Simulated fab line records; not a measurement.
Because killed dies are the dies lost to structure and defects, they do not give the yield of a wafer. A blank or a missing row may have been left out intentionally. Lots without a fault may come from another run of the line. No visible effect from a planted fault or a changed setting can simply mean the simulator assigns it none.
Chamber matching | flow nand harc | NHARC_P_M2_CMP_23 on cmp-03 has 4 sister chambers
The step polishes, t overpolish 20 s, target thk 144.3 nm. 4 wafers are shown with their chamber, then 7 later ones without.

== WAFERS WITH THEIR CHAMBER ==
wafer  | chamber | motor current A (A)
L396.3 | 0       | 13.6
L396.6 | 3       | 11.1
L404.3 | 2       | 11.7
L404.4 | 1       | 16.6

== WAFERS WITH NO CHAMBER GIVEN ==
wafer  | motor current A (A)
L404.5 | 11.1
L408.1 | 15.8
L408.4 | 11.9
L408.5 | 11.4
L414.3 | 15.8
L414.4 | 10.5
L414.5 | 16.5

== THE CHAMBER EACH PASSED THROUGH ==
wafer  | from the rows above     | in truth
L404.5 | can't be placed: 3 or 2 | 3
L408.1 | 1                       | 1
L408.4 | can't be placed: 2 or 3 | 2
L408.5 | can't be placed: 2 or 3 | 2
L414.3 | 1                       | 1
L414.4 | can't be placed: 3 or 2 | 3
L414.5 | 1                       | 1
Correctly placed: 3 of 7. Unplaceable from these rows: 4, with the true chamber sitting among the candidates in 4. 0 placed wrongly.
How it was worked out, from the rows above alone: a wafer's distance from a chamber is the root of the sum, over the readings, of the square of ((its reading less the chamber's mean) divided by the reading's scatter). If the next closest chamber is less than 2 further off than the closest, the wafer can't be placed; otherwise it belongs to the closest. Each chamber's mean is taken over the wafers shown for it. The scatter: with one shown wafer a chamber, the root of the mean of the squares of how far each hidden wafer lies from its nearest shown one.
